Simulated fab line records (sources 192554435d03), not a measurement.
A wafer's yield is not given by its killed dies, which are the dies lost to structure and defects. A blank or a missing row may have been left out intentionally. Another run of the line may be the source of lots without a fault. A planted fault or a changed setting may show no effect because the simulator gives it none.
Which tool was responsible? :: flow n5 finfet :: Sampling: 24 lots, 72 wafers, 6 of 1938 route steps

## WHAT EACH GAUGE READ, for each wafer
No reading from a measuring or inspecting step in the record can be judged against a usual standard deviation.

## TOOL THAT RAN EACH LOT (tool first, then ch and the chambers of the sampled wafers, then the start)
lot: L076
N5_BEOL_M4_STRIP_36: rie diel-01 ch 0,3, day 11 18:46
N5_BEOL_M4_ALD_84: ald metal-04 ch 0,1,2, day 11 19:39
N5_BEOL_M4_ANNEAL_49: pvd sputter-01, day 11 22:07
N5_BEOL_M4_SPUTTER_81: pvd sputter-01, day 11 22:28
N5_BEOL_M4_ANNEAL_91: pvd sputter-01, day 11 23:13
N5_BEOL_M4_SPUTTER_92: pvd sputter-01, day 11 23:21

lot: L074
N5_BEOL_M4_STRIP_36: rie diel-01 ch 0,2,3, day 12 01:33
N5_BEOL_M4_ALD_84: ald metal-04 ch 0,3, day 12 02:17
N5_BEOL_M4_ANNEAL_49: pvd sputter-03, day 12 04:11
N5_BEOL_M4_SPUTTER_81: pvd sputter-03, day 12 04:33
N5_BEOL_M4_ANNEAL_91: pvd sputter-03, day 12 05:17
N5_BEOL_M4_SPUTTER_92: pvd sputter-03, day 12 05:26

lot: L075
N5_BEOL_M4_STRIP_36: rie diel-01 ch 0,1,2, day 12 05:24
N5_BEOL_M4_ALD_84: ald metal-04 ch 1,2,3, day 12 06:03
N5_BEOL_M4_ANNEAL_49: pvd sputter-02, day 12 06:51
N5_BEOL_M4_SPUTTER_81: pvd sputter-02, day 12 07:13
N5_BEOL_M4_ANNEAL_91: pvd sputter-02, day 12 07:57
N5_BEOL_M4_SPUTTER_92: pvd sputter-02, day 12 08:05

lot: L077
N5_BEOL_M4_STRIP_36: rie diel-01 ch 0,2, day 12 08:16
N5_BEOL_M4_ALD_84: ald metal-02 ch 1,2,3, day 12 08:53
N5_BEOL_M4_ANNEAL_49: pvd sputter-02, day 12 09:45
N5_BEOL_M4_SPUTTER_81: pvd sputter-02, day 12 10:07
N5_BEOL_M4_ANNEAL_91: pvd sputter-02, day 12 10:51
N5_BEOL_M4_SPUTTER_92: pvd sputter-02, day 12 10:59

lot: L078
N5_BEOL_M4_STRIP_36: rie diel-05 ch 0,1,3, day 12 08:23
N5_BEOL_M4_ALD_84: ald metal-04 ch 0,1,3, day 12 09:00
N5_BEOL_M4_ANNEAL_49: pvd sputter-01, day 12 11:29
N5_BEOL_M4_SPUTTER_81: pvd sputter-01, day 12 11:51
N5_BEOL_M4_ANNEAL_91: pvd sputter-01, day 12 12:35
N5_BEOL_M4_SPUTTER_92: pvd sputter-01, day 12 12:44

lot: L079
N5_BEOL_M4_STRIP_36: rie diel-01 ch 0,2,3, day 12 12:29
N5_BEOL_M4_ALD_84: ald metal-01 ch 0,2,3, day 12 13:27
N5_BEOL_M4_ANNEAL_49: pvd sputter-03, day 12 14:32
N5_BEOL_M4_SPUTTER_81: pvd sputter-03, day 12 14:54
N5_BEOL_M4_ANNEAL_91: pvd sputter-03, day 12 15:38
N5_BEOL_M4_SPUTTER_92: pvd sputter-03, day 12 15:47

lot: L081
N5_BEOL_M4_STRIP_36: rie diel-05 ch 0,2, day 13 06:38
N5_BEOL_M4_ALD_84: ald metal-04 ch 0,3, day 13 07:12
N5_BEOL_M4_ANNEAL_49: pvd sputter-02, day 13 07:47
N5_BEOL_M4_SPUTTER_81: pvd sputter-02, day 13 08:09
N5_BEOL_M4_ANNEAL_91: pvd sputter-02, day 13 08:53
N5_BEOL_M4_SPUTTER_92: pvd sputter-02, day 13 09:02

lot: L080
N5_BEOL_M4_STRIP_36: rie diel-01 ch 1,2,3, day 13 13:13
N5_BEOL_M4_ALD_84: ald metal-01 ch 0,2, day 13 13:46
N5_BEOL_M4_ANNEAL_49: pvd sputter-03, day 13 14:25
N5_BEOL_M4_SPUTTER_81: pvd sputter-03, day 13 14:47
N5_BEOL_M4_ANNEAL_91: pvd sputter-03, day 13 15:31
N5_BEOL_M4_SPUTTER_92: pvd sputter-03, day 13 15:40

lot: L082
N5_BEOL_M4_STRIP_36: rie diel-05 ch 1,2,3, day 13 13:23
N5_BEOL_M4_ALD_84: ald metal-02 ch 1,2, day 13 13:56
N5_BEOL_M4_ANNEAL_49: pvd sputter-01, day 13 16:05
N5_BEOL_M4_SPUTTER_81: pvd sputter-01, day 13 16:27
N5_BEOL_M4_ANNEAL_91: pvd sputter-01, day 13 17:11
N5_BEOL_M4_SPUTTER_92: pvd sputter-01, day 13 17:20

lot: L083
N5_BEOL_M4_STRIP_36: rie diel-01 ch 1,2,3, day 13 17:19
N5_BEOL_M4_ALD_84: ald metal-01 ch 0,3, day 13 18:02
N5_BEOL_M4_ANNEAL_49: pvd sputter-02, day 13 18:55
N5_BEOL_M4_SPUTTER_81: pvd sputter-02, day 13 19:16
N5_BEOL_M4_ANNEAL_91: pvd sputter-02, day 13 20:01
N5_BEOL_M4_SPUTTER_92: pvd sputter-02, day 13 20:09

lot: L085
N5_BEOL_M4_STRIP_36: rie diel-05 ch 1,3, day 13 23:55
N5_BEOL_M4_ALD_84: ald metal-04 ch 0,2, day 14 00:39
N5_BEOL_M4_ANNEAL_49: pvd sputter-02, day 14 01:51
N5_BEOL_M4_SPUTTER_81: pvd sputter-02, day 14 02:13
N5_BEOL_M4_ANNEAL_91: pvd sputter-02, day 14 02:57
N5_BEOL_M4_SPUTTER_92: pvd sputter-02, day 14 03:05

lot: L084
N5_BEOL_M4_STRIP_36: rie diel-01 ch 0,1,3, day 14 06:11
N5_BEOL_M4_ALD_84: ald metal-01 ch 0,1, day 14 07:08
N5_BEOL_M4_ANNEAL_49: pvd sputter-02, day 14 07:50
N5_BEOL_M4_SPUTTER_81: pvd sputter-02, day 14 08:11
N5_BEOL_M4_ANNEAL_91: pvd sputter-02, day 14 08:56
N5_BEOL_M4_SPUTTER_92: pvd sputter-02, day 14 09:04

lot: L086
N5_BEOL_M4_STRIP_36: rie diel-01 ch 0,3, day 14 10:41
N5_BEOL_M4_ALD_84: ald metal-02 ch 1,2, day 14 11:22
N5_BEOL_M4_ANNEAL_49: pvd sputter-01, day 14 11:58
N5_BEOL_M4_SPUTTER_81: pvd sputter-01, day 14 12:20
N5_BEOL_M4_ANNEAL_91: pvd sputter-01, day 14 13:04
N5_BEOL_M4_SPUTTER_92: pvd sputter-01, day 14 13:13

lot: L089
N5_BEOL_M4_STRIP_36: rie diel-01 ch 0,1,3, day 15 03:18
N5_BEOL_M4_ALD_84: ald metal-01 ch 0,1, day 15 03:49
N5_BEOL_M4_ANNEAL_49: pvd sputter-01, day 15 06:01
N5_BEOL_M4_SPUTTER_81: pvd sputter-01, day 15 06:23
N5_BEOL_M4_ANNEAL_91: pvd sputter-01, day 15 07:07
N5_BEOL_M4_SPUTTER_92: pvd sputter-01, day 15 07:16

lot: L088
N5_BEOL_M4_STRIP_36: rie diel-01 ch 0,1,3, day 15 07:42
N5_BEOL_M4_ALD_84: ald metal-01 ch 2,3, day 15 08:48
N5_BEOL_M4_ANNEAL_49: pvd sputter-01, day 15 10:52
N5_BEOL_M4_SPUTTER_81: pvd sputter-01, day 15 11:13
N5_BEOL_M4_ANNEAL_91: pvd sputter-01, day 15 11:58
N5_BEOL_M4_SPUTTER_92: pvd sputter-01, day 15 12:06

lot: L091
N5_BEOL_M4_STRIP_36: rie diel-04 ch 1,3, day 15 07:47
N5_BEOL_M4_ALD_84: ald metal-04 ch 1,2, day 15 08:37
N5_BEOL_M4_ANNEAL_49: pvd sputter-03, day 15 09:22
N5_BEOL_M4_SPUTTER_81: pvd sputter-03, day 15 09:43
N5_BEOL_M4_ANNEAL_91: pvd sputter-03, day 15 10:28
N5_BEOL_M4_SPUTTER_92: pvd sputter-03, day 15 10:36

lot: L087
N5_BEOL_M4_STRIP_36: rie diel-04 ch 2,3, day 15 12:28
N5_BEOL_M4_ALD_84: ald metal-04 ch 1,2, day 15 13:39
N5_BEOL_M4_ANNEAL_49: pvd sputter-01, day 15 14:34
N5_BEOL_M4_SPUTTER_81: pvd sputter-01, day 15 14:55
N5_BEOL_M4_ANNEAL_91: pvd sputter-01, day 15 15:40
N5_BEOL_M4_SPUTTER_92: pvd sputter-01, day 15 15:48

lot: L090
N5_BEOL_M4_STRIP_36: rie diel-05 ch 0,2,3, day 15 17:17
N5_BEOL_M4_ALD_84: ald metal-01 ch 1,2,3, day 15 18:13
N5_BEOL_M4_ANNEAL_49: pvd sputter-02, day 15 19:03
N5_BEOL_M4_SPUTTER_81: pvd sputter-02, day 15 19:25
N5_BEOL_M4_ANNEAL_91: pvd sputter-02, day 15 20:09
N5_BEOL_M4_SPUTTER_92: pvd sputter-02, day 15 20:17

lot: L092
N5_BEOL_M4_STRIP_36: rie diel-01 ch 1,2,3, day 15 17:32
N5_BEOL_M4_ALD_84: ald metal-04 ch 1,2,3, day 15 18:30
N5_BEOL_M4_ANNEAL_49: pvd sputter-01, day 15 20:54
N5_BEOL_M4_SPUTTER_81: pvd sputter-01, day 15 21:16
N5_BEOL_M4_ANNEAL_91: pvd sputter-01, day 15 22:00
N5_BEOL_M4_SPUTTER_92: pvd sputter-01, day 15 22:08

lot: L093
N5_BEOL_M4_STRIP_36: rie diel-01 ch 0,3, day 16 12:50
N5_BEOL_M4_ALD_84: ald metal-04 ch 1,2,3, day 16 14:17
N5_BEOL_M4_ANNEAL_49: pvd sputter-01, day 16 15:01
N5_BEOL_M4_SPUTTER_81: pvd sputter-01, day 16 15:23
N5_BEOL_M4_ANNEAL_91: pvd sputter-01, day 16 16:07
N5_BEOL_M4_SPUTTER_92: pvd sputter-01, day 16 16:16

lot: L094
N5_BEOL_M4_STRIP_36: rie diel-04 ch 0,1,3, day 16 21:16
N5_BEOL_M4_ALD_84: ald metal-02 ch 0,1,2, day 16 22:00
N5_BEOL_M4_ANNEAL_49: pvd sputter-01, day 16 22:54
N5_BEOL_M4_SPUTTER_81: pvd sputter-01, day 16 23:16
N5_BEOL_M4_ANNEAL_91: pvd sputter-01, day 17 00:00
N5_BEOL_M4_SPUTTER_92: pvd sputter-01, day 17 00:08

lot: L095
N5_BEOL_M4_STRIP_36: rie diel-05 ch 1,2,3, day 16 21:18
N5_BEOL_M4_ALD_84: ald metal-04 ch 2,3, day 16 22:14
N5_BEOL_M4_ANNEAL_49: pvd sputter-03, day 16 23:05
N5_BEOL_M4_SPUTTER_81: pvd sputter-03, day 16 23:27
N5_BEOL_M4_ANNEAL_91: pvd sputter-03, day 17 00:11
N5_BEOL_M4_SPUTTER_92: pvd sputter-03, day 17 00:20

lot: L096
N5_BEOL_M4_STRIP_36: rie diel-01 ch 0,1,2, day 17 00:43
N5_BEOL_M4_ALD_84: ald metal-02 ch 0,1,2, day 17 01:31
N5_BEOL_M4_ANNEAL_49: pvd sputter-03, day 17 02:16
N5_BEOL_M4_SPUTTER_81: pvd sputter-03, day 17 02:38
N5_BEOL_M4_ANNEAL_91: pvd sputter-03, day 17 03:22
N5_BEOL_M4_SPUTTER_92: pvd sputter-03, day 17 03:31

lot: L097
N5_BEOL_M4_STRIP_36: rie diel-04 ch 0,3, day 17 13:30
N5_BEOL_M4_ALD_84: ald metal-02 ch 2,3, day 17 14:38
N5_BEOL_M4_ANNEAL_49: pvd sputter-01, day 17 15:28
N5_BEOL_M4_SPUTTER_81: pvd sputter-01, day 17 15:49
N5_BEOL_M4_ANNEAL_91: pvd sputter-01, day 17 16:34
N5_BEOL_M4_SPUTTER_92: pvd sputter-01, day 17 16:42
- N5_BEOL_M4_STRIP_36: strips in N2/H2.
- N5_BEOL_M4_ALD_84: deposits TaN, pulse time 2 s, purge time 3 s, co reactant purge time 2 s.
- N5_BEOL_M4_ANNEAL_49: time 240 s.
- N5_BEOL_M4_SPUTTER_81: material Cu, target thk 4.5 nm, time 8.29 s.
- N5_BEOL_M4_ANNEAL_91: time 240 s.
- N5_BEOL_M4_SPUTTER_92: material Cu, target thk 4.5 nm, time 8.29 s.

## WHAT THE TOOLS THEMSELVES READ (means of the sampled wafers that have a number; where no wafer has one, the mark that the record gives instead)
N5_BEOL_M4_STRIP_36. Usual: bias power w 6.998 W, standard deviation 0.024; drypump motor current A 6.0 A, standard deviation 0.39; oes product au 0.79 a.u., standard deviation 0.077; power w 450.2 W, standard deviation 1.2; rf vpp V 59.2 V, standard deviation 1.5; showerhead plenum p Torr 2.57 Torr, standard deviation 0.08; temp c 40.00 C, standard deviation 0.11; throttle valve pct 23.6 %, standard deviation 0.38.
lot: L076
tool: rie diel-01
bias power w (W): 7.003
drypump motor current A (A): 6.3
oes product au (a.u.): 0.77
power w (W): 451.2
rf vpp V (V): 60.9
showerhead plenum p Torr (Torr): 2.64
temp c (C): 40.11
throttle valve pct (%): 23.8
flag: 

lot: L074
tool: rie diel-01
bias power w (W): 6.982
drypump motor current A (A): 6.1
oes product au (a.u.): 0.74
power w (W): 451.5
rf vpp V (V): 59.5
showerhead plenum p Torr (Torr): 2.58
temp c (C): 40.15
throttle valve pct (%): 23.6
flag: 

lot: L075
tool: rie diel-01
bias power w (W): 7.014
drypump motor current A (A): 5.9
oes product au (a.u.): 0.82
power w (W): 449.3
rf vpp V (V): 58.6
showerhead plenum p Torr (Torr): 2.57
temp c (C): 40.00
throttle valve pct (%): 23.8
flag: 

lot: L077
tool: rie diel-01
bias power w (W): 7.012
drypump motor current A (A): 6.0
oes product au (a.u.): 0.75
power w (W): 449.7
rf vpp V (V): 59.2
showerhead plenum p Torr (Torr): 2.64
temp c (C): 40.00
throttle valve pct (%): 23.9
flag: 

lot: L078
tool: rie diel-05
bias power w (W): 6.982
drypump motor current A (A): 6.2
oes product au (a.u.): 0.84
power w (W): 448.7
rf vpp V (V): 58.8
showerhead plenum p Torr (Torr): 2.67
temp c (C): 40.02
throttle valve pct (%): 23.5
flag: 

lot: L079
tool: rie diel-01
bias power w (W): 7.008
drypump motor current A (A): 6.0
oes product au (a.u.): 0.74
power w (W): 451.1
rf vpp V (V): 59.6
showerhead plenum p Torr (Torr): 2.57
temp c (C): 39.93
throttle valve pct (%): 23.6
flag: 

lot: L081
tool: rie diel-05
bias power w (W): 7.027
drypump motor current A (A): 5.7
oes product au (a.u.): 0.78
power w (W): 450.3
rf vpp V (V): 60.5
showerhead plenum p Torr (Torr): 2.62
temp c (C): 40.11
throttle valve pct (%): 23.1
flag: 

lot: L080
tool: rie diel-01
bias power w (W): 6.992
drypump motor current A (A): 5.9
oes product au (a.u.): 0.78
power w (W): 449.5
rf vpp V (V): 59.1
showerhead plenum p Torr (Torr): 2.50
temp c (C): 39.95
throttle valve pct (%): 23.5
flag: 

lot: L082
tool: rie diel-05
bias power w (W): 6.978
drypump motor current A (A): 6.2
oes product au (a.u.): 0.82
power w (W): 451.9
rf vpp V (V): 59.1
showerhead plenum p Torr (Torr): 2.64
temp c (C): 40.12
throttle valve pct (%): 23.7
flag: 

lot: L083
tool: rie diel-01
bias power w (W): 7.018
drypump motor current A (A): 5.9
oes product au (a.u.): 0.78
power w (W): 450.0
rf vpp V (V): 60.0
showerhead plenum p Torr (Torr): 2.50
temp c (C): 39.81
throttle valve pct (%): 23.6
flag: 

lot: L085
tool: rie diel-05
bias power w (W): 6.998
drypump motor current A (A): 6.5
oes product au (a.u.): 0.82
power w (W): 448.5
rf vpp V (V): 59.5
showerhead plenum p Torr (Torr): 2.67
temp c (C): 39.97
throttle valve pct (%): 23.6
flag: 

lot: L084
tool: rie diel-01
bias power w (W): 6.998
drypump motor current A (A): 6.2
oes product au (a.u.): 0.80
power w (W): 449.8
rf vpp V (V): 57.6
showerhead plenum p Torr (Torr): 2.55
temp c (C): 40.05
throttle valve pct (%): 23.8
flag: 

lot: L086
tool: rie diel-01
bias power w (W): 7.000
drypump motor current A (A): 6.3
oes product au (a.u.): 0.73
power w (W): 451.0
rf vpp V (V): 57.5
showerhead plenum p Torr (Torr): 2.56
temp c (C): 39.95
throttle valve pct (%): 23.6
flag: 

lot: L089
tool: rie diel-01
bias power w (W): 6.986
drypump motor current A (A): 6.2
oes product au (a.u.): 0.78
power w (W): 449.6
rf vpp V (V): 59.3
showerhead plenum p Torr (Torr): 2.55
temp c (C): 40.01
throttle valve pct (%): 23.8
flag: 

lot: L088
tool: rie diel-01
bias power w (W): 7.010
drypump motor current A (A): 6.2
oes product au (a.u.): 0.79
power w (W): 451.5
rf vpp V (V): 59.3
showerhead plenum p Torr (Torr): 2.55
temp c (C): 39.98
throttle valve pct (%): 23.8
flag: 

lot: L091
tool: rie diel-04
bias power w (W): 7.030
drypump motor current A (A): 6.1
oes product au (a.u.): 0.89
power w (W): 450.2
rf vpp V (V): 58.6
showerhead plenum p Torr (Torr): 2.59
temp c (C): 40.03
throttle valve pct (%): 23.8
flag: 

lot: L087
tool: rie diel-04
bias power w (W): 7.005
drypump motor current A (A): 5.6
oes product au (a.u.): 0.87
power w (W): 450.6
rf vpp V (V): 58.4
showerhead plenum p Torr (Torr): 2.56
temp c (C): 40.08
throttle valve pct (%): 23.4
flag: 

lot: L090
tool: rie diel-05
bias power w (W): 6.994
drypump motor current A (A): 6.1
oes product au (a.u.): 0.78
power w (W): 449.7
rf vpp V (V): 59.3
showerhead plenum p Torr (Torr): 2.61
temp c (C): 40.05
throttle valve pct (%): 23.3
flag: 

lot: L092
tool: rie diel-01
bias power w (W): 6.990
drypump motor current A (A): 6.0
oes product au (a.u.): 0.77
power w (W): 450.4
rf vpp V (V): 59.3
showerhead plenum p Torr (Torr): 2.49
temp c (C): 39.95
throttle valve pct (%): 23.6
flag: 

lot: L093
tool: rie diel-01
bias power w (W): 6.991
drypump motor current A (A): 6.3
oes product au (a.u.): 0.73
power w (W): 448.6
rf vpp V (V): 58.8
showerhead plenum p Torr (Torr): 2.62
temp c (C): 40.00
throttle valve pct (%): 23.9
flag: 

lot: L094
tool: rie diel-04
bias power w (W): 7.011
drypump motor current A (A): 5.7
oes product au (a.u.): 0.88
power w (W): 450.1
rf vpp V (V): 59.0
showerhead plenum p Torr (Torr): 2.55
temp c (C): 39.99
throttle valve pct (%): 23.7
flag: 

lot: L095
tool: rie diel-05
bias power w (W): 7.016
drypump motor current A (A): 6.2
oes product au (a.u.): 0.79
power w (W): 450.1
rf vpp V (V): 59.1
showerhead plenum p Torr (Torr): 2.63
temp c (C): 39.90
throttle valve pct (%): 23.8
flag: 

lot: L096
tool: rie diel-01
bias power w (W): 6.994
drypump motor current A (A): 5.9
oes product au (a.u.): 0.85
power w (W): 449.5
rf vpp V (V): 59.4
showerhead plenum p Torr (Torr): 2.55
temp c (C): 40.05
throttle valve pct (%): 23.8
flag: 

lot: L097
tool: rie diel-04
bias power w (W): 6.978
drypump motor current A (A): 5.3
oes product au (a.u.): 0.88
power w (W): 450.0
rf vpp V (V): 59.3
showerhead plenum p Torr (Torr): 2.51
temp c (C): 40.12
throttle valve pct (%): 23.5
flag: 

N5_BEOL_M4_ALD_84. Usual: heater power w at 437 W, with a standard deviation of 44.
lot: L076
tool: ald metal-04
heater power w (W): 462
flag: 

lot: L074
tool: ald metal-04
heater power w (W): 489
flag: 

lot: L075
tool: ald metal-04
heater power w (W): 447
flag: 

lot: L077
tool: ald metal-02
heater power w (W): 438
flag: 

lot: L078
tool: ald metal-04
heater power w (W): 462
flag: 

lot: L079
tool: ald metal-01
heater power w (W): 403
flag: 

lot: L081
tool: ald metal-04
heater power w (W): 472
flag: 

lot: L080
tool: ald metal-01
heater power w (W): 385
flag: 

lot: L082
tool: ald metal-02
heater power w (W): 429
flag: 

lot: L083
tool: ald metal-01
heater power w (W): 433
flag: 

lot: L085
tool: ald metal-04
heater power w (W): 501
flag: 

lot: L084
tool: ald metal-01
heater power w (W): 454
flag: 

lot: L086
tool: ald metal-02
heater power w (W): 423
flag: 

lot: L089
tool: ald metal-01
heater power w (W): 413
flag: 

lot: L088
tool: ald metal-01
heater power w (W): 429
flag: 

lot: L091
tool: ald metal-04
heater power w (W): 433
flag: 

lot: L087
tool: ald metal-04
heater power w (W): 434
flag: 

lot: L090
tool: ald metal-01
heater power w (W): 440
flag: 

lot: L092
tool: ald metal-04
heater power w (W): 443
flag: 

lot: L093
tool: ald metal-04
heater power w (W): 453
flag: 

lot: L094
tool: ald metal-02
heater power w (W): 390
flag: 

lot: L095
tool: ald metal-04
heater power w (W): 466
flag: 

lot: L096
tool: ald metal-02
heater power w (W): 389
flag: 

lot: L097
tool: ald metal-02
heater power w (W): 391
flag: 

N5_BEOL_M4_ANNEAL_49. Usual: heater power w at 811 W, with a standard deviation of 110.
lot: L076
tool: pvd sputter-01
heater power w (W): 824
flag: 

lot: L074
tool: pvd sputter-03
heater power w (W): 914
flag: 

lot: L075
tool: pvd sputter-02
heater power w (W): 833
flag: 

lot: L077
tool: pvd sputter-02
heater power w (W): 859
flag: 

lot: L078
tool: pvd sputter-01
heater power w (W): 751
flag: 

lot: L079
tool: pvd sputter-03
heater power w (W): 877
flag: 

lot: L081
tool: pvd sputter-02
heater power w (W): 747
flag: 

lot: L080
tool: pvd sputter-03
heater power w (W): 794
flag: 

lot: L082
tool: pvd sputter-01
heater power w (W): 750
flag: 

lot: L083
tool: pvd sputter-02
heater power w (W): 825
flag: 

lot: L085
tool: pvd sputter-02
heater power w (W): 830
flag: 

lot: L084
tool: pvd sputter-02
heater power w (W): 832
flag: 

lot: L086
tool: pvd sputter-01
heater power w (W): 775
flag: 

lot: L089
tool: pvd sputter-01
heater power w (W): 753
flag: 

lot: L088
tool: pvd sputter-01
heater power w (W): 817
flag: 

lot: L091
tool: pvd sputter-03
heater power w (W): 891
flag: 

lot: L087
tool: pvd sputter-01
heater power w (W): 732
flag: 

lot: L090
tool: pvd sputter-02
heater power w (W): 778
flag: 

lot: L092
tool: pvd sputter-01
heater power w (W): 755
flag: 

lot: L093
tool: pvd sputter-01
heater power w (W): 780
flag: 

lot: L094
tool: pvd sputter-01
heater power w (W): 824
flag: 

lot: L095
tool: pvd sputter-03
heater power w (W): 893
flag: 

lot: L096
tool: pvd sputter-03
heater power w (W): 805
flag: 

lot: L097
tool: pvd sputter-01
heater power w (W): 823
flag: 

N5_BEOL_M4_SPUTTER_81. Usual: throttle valve pct at 30.2 %, with a standard deviation of 1.2.
lot: L076
tool: pvd sputter-01
throttle valve pct (%): 31.1
flag: 

lot: L074
tool: pvd sputter-03
throttle valve pct (%): 29.3
flag: 

lot: L075
tool: pvd sputter-02
throttle valve pct (%): 29.9
flag: 

lot: L077
tool: pvd sputter-02
throttle valve pct (%): 30.5
flag: 

lot: L078
tool: pvd sputter-01
throttle valve pct (%): 30.7
flag: 

lot: L079
tool: pvd sputter-03
throttle valve pct (%): 30.4
flag: 

lot: L081
tool: pvd sputter-02
throttle valve pct (%): 29.9
flag: 

lot: L080
tool: pvd sputter-03
throttle valve pct (%): 29.9
flag: 

lot: L082
tool: pvd sputter-01
throttle valve pct (%): 30.1
flag: 

lot: L083
tool: pvd sputter-02
throttle valve pct (%): 29.9
flag: 

lot: L085
tool: pvd sputter-02
throttle valve pct (%): 29.9
flag: 

lot: L084
tool: pvd sputter-02
throttle valve pct (%): 30.1
flag: 

lot: L086
tool: pvd sputter-01
throttle valve pct (%): 29.7
flag: 

lot: L089
tool: pvd sputter-01
throttle valve pct (%): 30.7
flag: 

lot: L088
tool: pvd sputter-01
throttle valve pct (%): 31.2
flag: 

lot: L091
tool: pvd sputter-03
throttle valve pct (%): 30.2
flag: 

lot: L087
tool: pvd sputter-01
throttle valve pct (%): 30.2
flag: 

lot: L090
tool: pvd sputter-02
throttle valve pct (%): 30.6
flag: 

lot: L092
tool: pvd sputter-01
throttle valve pct (%): 30.1
flag: 

lot: L093
tool: pvd sputter-01
throttle valve pct (%): 30.6
flag: 

lot: L094
tool: pvd sputter-01
throttle valve pct (%): 31.3
flag: 

lot: L095
tool: pvd sputter-03
throttle valve pct (%): 29.4
flag: 

lot: L096
tool: pvd sputter-03
throttle valve pct (%): 29.7
flag: 

lot: L097
tool: pvd sputter-01
throttle valve pct (%): 31.3
flag: 

N5_BEOL_M4_ANNEAL_91. Usual: heater power w at 811 W, with a standard deviation of 110.
lot: L076
tool: pvd sputter-01
heater power w (W): 824
flag: 

lot: L074
tool: pvd sputter-03
heater power w (W): 907
flag: 

lot: L075
tool: pvd sputter-02
heater power w (W): 822
flag: 

lot: L077
tool: pvd sputter-02
heater power w (W): 857
flag: 

lot: L078
tool: pvd sputter-01
heater power w (W): 765
flag: 

lot: L079
tool: pvd sputter-03
heater power w (W): 865
flag: 

lot: L081
tool: pvd sputter-02
heater power w (W): 754
flag: 

lot: L080
tool: pvd sputter-03
heater power w (W): 804
flag: 

lot: L082
tool: pvd sputter-01
heater power w (W): 739
flag: 

lot: L083
tool: pvd sputter-02
heater power w (W): 815
flag: 

lot: L085
tool: pvd sputter-02
heater power w (W): 834
flag: 

lot: L084
tool: pvd sputter-02
heater power w (W): 838
flag: 

lot: L086
tool: pvd sputter-01
heater power w (W): 765
flag: 

lot: L089
tool: pvd sputter-01
heater power w (W): 774
flag: 

lot: L088
tool: pvd sputter-01
heater power w (W): 834
flag: 

lot: L091
tool: pvd sputter-03
heater power w (W): 873
flag: 

lot: L087
tool: pvd sputter-01
heater power w (W): 746
flag: 

lot: L090
tool: pvd sputter-02
heater power w (W): 770
flag: 

lot: L092
tool: pvd sputter-01
heater power w (W): 735
flag: 

lot: L093
tool: pvd sputter-01
heater power w (W): 765
flag: 

lot: L094
tool: pvd sputter-01
heater power w (W): 828
flag: 

lot: L095
tool: pvd sputter-03
heater power w (W): 905
flag: 

lot: L096
tool: pvd sputter-03
heater power w (W): 798
flag: 

lot: L097
tool: pvd sputter-01
heater power w (W): 808
flag: 

N5_BEOL_M4_SPUTTER_92. Usual: throttle valve pct at 30.1 %, with a standard deviation of 1.2.
lot: L076
tool: pvd sputter-01
throttle valve pct (%): 31.1
flag: 

lot: L074
tool: pvd sputter-03
throttle valve pct (%): 29.6
flag: 

lot: L075
tool: pvd sputter-02
throttle valve pct (%): 30.0
flag: 

lot: L077
tool: pvd sputter-02
throttle valve pct (%): 30.4
flag: 

lot: L078
tool: pvd sputter-01
throttle valve pct (%): 30.7
flag: 

lot: L079
tool: pvd sputter-03
throttle valve pct (%): 30.2
flag: 

lot: L081
tool: pvd sputter-02
throttle valve pct (%): 29.8
flag: 

lot: L080
tool: pvd sputter-03
throttle valve pct (%): 30.0
flag: 

lot: L082
tool: pvd sputter-01
throttle valve pct (%): 30.3
flag: 

lot: L083
tool: pvd sputter-02
throttle valve pct (%): 30.0
flag: 

lot: L085
tool: pvd sputter-02
throttle valve pct (%): 30.1
flag: 

lot: L084
tool: pvd sputter-02
throttle valve pct (%): 30.2
flag: 

lot: L086
tool: pvd sputter-01
throttle valve pct (%): 29.6
flag: 

lot: L089
tool: pvd sputter-01
throttle valve pct (%): 30.6
flag: 

lot: L088
tool: pvd sputter-01
throttle valve pct (%): 31.2
flag: 

lot: L091
tool: pvd sputter-03
throttle valve pct (%): 30.0
flag: 

lot: L087
tool: pvd sputter-01
throttle valve pct (%): 30.1
flag: 

lot: L090
tool: pvd sputter-02
throttle valve pct (%): 30.4
flag: 

lot: L092
tool: pvd sputter-01
throttle valve pct (%): 30.2
flag: 

lot: L093
tool: pvd sputter-01
throttle valve pct (%): 30.5
flag: 

lot: L094
tool: pvd sputter-01
throttle valve pct (%): 31.1
flag: 

lot: L095
tool: pvd sputter-03
throttle valve pct (%): 29.5
flag: 

lot: L096
tool: pvd sputter-03
throttle valve pct (%): 29.4
flag: 

lot: L097
tool: pvd sputter-01
throttle valve pct (%): 31.1
flag: 

## THE ANSWER, worked out from the rows above alone
Rule: a lot is off if the mean of its wafers that have a number lies more than 3 standard deviations from the usual mean. Also off: a lot with no number at a reading for which 4 or more lots have one. The other lots that the step has rows for count as sound. First the gauges in route order, then the tools' own readings, where a lot's mean is used as printed above. The first step at which some lot is off is used, and at that step the reading that is off furthest; a lot without a number counts as furthest.
None of the lots is off at any reading shown; this tells nothing.

## WHAT THE SIMULATOR HAD PUT IN
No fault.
